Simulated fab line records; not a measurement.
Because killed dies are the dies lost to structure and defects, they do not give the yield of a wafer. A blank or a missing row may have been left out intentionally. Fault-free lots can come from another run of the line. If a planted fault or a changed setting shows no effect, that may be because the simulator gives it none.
Commonality check across tools ; flow n5_finfet ; Sample size 8 lots and 24 wafers

## WHY THIS WAS OPENED
Flagged at N5_FIN_SAQP_INSPECT_40: reading raw_defect_count, on 2 of 8 lots. Fault-free wafers read 227, with a standard deviation of 63.
Rule: a lot gets a flag if all its wafers with a number sit over 4 standard deviations from that mean, or if no wafer of it has a number. The other lots count as sound.

lot;measured;on;raw_defect_count, wafer by wafer;flag
L816;day 2 14:55;defect_inspect-01;122 247 226;
L818;day 3 05:14;defect_inspect-01;247 191 216;
L823;day 4 09:10;defect_inspect-02;814 788 817;FLAGGED
L828;day 5 15:31;defect_inspect-01;610 710 681;FLAGGED
L829;day 5 21:44;defect_inspect-01;153 215 139;
L833;day 6 20:27;defect_inspect-01;167 227 137;
L835;day 7 09:16;defect_inspect-02;186 296 330;
L836;day 7 14:20;defect_inspect-01;186 218 240;
The numbers of the flagged lots are 737 on average: +510 against the usual, or +8 standard deviations.

## WHICH TOOL RAN EACH LOT
Before the reading, the record contains 4 process steps out of a 1938-step route. Each cell gives the tool, then ch followed by the chambers the sampled wafers passed through, then the start.
lot;flag;N5_FIN_SAQP_ETCH_57;N5_FIN_SAQP_RECESS_63;N5_FIN_SAQP_ETCH_67;N5_FIN_SAQP_STRIP_70
L816;;rie_diel-01 ch 0,1,2, day 2 12:44;vapor_etch-01 ch 1, day 2 12:58;rie_diel-03 ch 0,1,2, day 2 13:29;rie_diel-03 ch 0,1,2, day 2 13:31
L818;;rie_diel-01 ch 2,3, day 3 02:49;vapor_etch-01 ch 0, day 3 03:02;rie_diel-01 ch 0,1,2, day 3 03:32;rie_diel-01 ch 0,1,2, day 3 03:35
L823;FLAGGED;rie_diel-01 ch 0,1, day 4 06:57;vapor_etch-02 ch 0,1, day 4 07:10;rie_diel-06 ch 0,3, day 4 07:43;rie_diel-06 ch 0,3, day 4 07:46
L828;FLAGGED;rie_diel-01 ch 0,1,2, day 5 13:25;vapor_etch-02 ch 0,1, day 5 13:38;rie_diel-06 ch 0,1,3, day 5 14:08;rie_diel-06 ch 0,1,3, day 5 14:11
L829;;rie_diel-06 ch 1,2,3, day 5 19:10;vapor_etch-01 ch 0,1, day 5 19:23;rie_diel-01 ch 1,2,3, day 5 19:55;rie_diel-01 ch 1,2,3, day 5 19:58
L833;;rie_diel-06 ch 1,2, day 6 18:20;vapor_etch-02 ch 0,1, day 6 18:35;rie_diel-06 ch 1,2,3, day 6 19:06;rie_diel-06 ch 1,2,3, day 6 19:08
L835;;rie_diel-06 ch 0,1,2, day 7 06:46;vapor_etch-02 ch 0,1, day 7 06:59;rie_diel-06 ch 0,2,3, day 7 07:52;rie_diel-06 ch 0,2,3, day 7 07:55
L836;;rie_diel-03 ch 0,2, day 7 12:14;vapor_etch-02 ch 0,1, day 7 12:28;rie_diel-01 ch 0,2,3, day 7 12:58;rie_diel-01 ch 0,2,3, day 7 13:01
What these steps do:
- N5_FIN_SAQP_ETCH_57: etches SiNx in CH3F/O2, target depth 32.5 nm, time 46.4 s.
- N5_FIN_SAQP_RECESS_63: chemistry HF/NH3, target SiO2, target depth 18 nm, afs cycles 3, sublimation time 60 s.
- N5_FIN_SAQP_ETCH_67: etches SiNx in CH3F/O2, target depth 30 nm.
- N5_FIN_SAQP_STRIP_70: strips in N2/H2.
- N5_FIN_SAQP_INSPECT_40: inspects for defects (brightfield).

## FLAGGED OVER TOTAL, TOOL BY TOOL (the gauges that took the reading come last)
step;tool;lots run;flagged;share of the flagged lots;sound lots run after its first flagged lot
N5_FIN_SAQP_ETCH_57;rie_diel-01;4;2;all;0
N5_FIN_SAQP_ETCH_57;rie_diel-03;1;0;none;-
N5_FIN_SAQP_ETCH_57;rie_diel-06;3;0;none;-
N5_FIN_SAQP_RECESS_63;vapor_etch-01;3;0;none;-
N5_FIN_SAQP_RECESS_63;vapor_etch-02;5;2;all;3 (L833,L835,L836)
N5_FIN_SAQP_ETCH_67;rie_diel-01;3;0;none;-
N5_FIN_SAQP_ETCH_67;rie_diel-03;1;0;none;-
N5_FIN_SAQP_ETCH_67;rie_diel-06;4;2;all;2 (L833,L835)
N5_FIN_SAQP_STRIP_70;rie_diel-01;3;0;none;-
N5_FIN_SAQP_STRIP_70;rie_diel-03;1;0;none;-
N5_FIN_SAQP_STRIP_70;rie_diel-06;4;2;all;2 (L833,L835)
N5_FIN_SAQP_INSPECT_40;defect_inspect-01;6;1;some;3 (L829,L833,L836)
N5_FIN_SAQP_INSPECT_40;defect_inspect-02;2;1;some;1 (L835)

## THE TABLE: WHAT IT ALLOWS
4 rows of the table ran every flagged lot: rie_diel-01 at N5_FIN_SAQP_ETCH_57, vapor_etch-02 at N5_FIN_SAQP_RECESS_63, rie_diel-06 at N5_FIN_SAQP_ETCH_67, rie_diel-06 at N5_FIN_SAQP_STRIP_70.
- rie_diel-01 at N5_FIN_SAQP_ETCH_57 ran 4 lots, 2 of them flagged. Last sound lot L818 at day 3 02:49, first flagged lot L823 at day 4 06:57; a fault beginning in between fits.
- vapor_etch-02 at N5_FIN_SAQP_RECESS_63 ran 5 lots, 2 of them flagged. Sound lots ran on it after the first flagged one (L833, L835, L836), which a lasting fault on the whole tool wouldn't allow.
- rie_diel-06 at N5_FIN_SAQP_ETCH_67 ran 4 lots, 2 of them flagged. Sound lots ran on it after the first flagged one (L833, L835), which a lasting fault on the whole tool wouldn't allow.
- rie_diel-06 at N5_FIN_SAQP_STRIP_70 ran 4 lots, 2 of them flagged. Sound lots ran on it after the first flagged one (L833, L835), which a lasting fault on the whole tool wouldn't allow.
Left over: one tool, rie_diel-01 at N5_FIN_SAQP_ETCH_57.

## WHAT WAS PUT IN BY THE SIMULATOR
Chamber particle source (rie_diel-01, N5_FIN_SAQP_ETCH_57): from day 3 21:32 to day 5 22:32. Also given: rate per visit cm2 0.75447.
Shown lots that were struck: L823, L828. The rule above found the same.
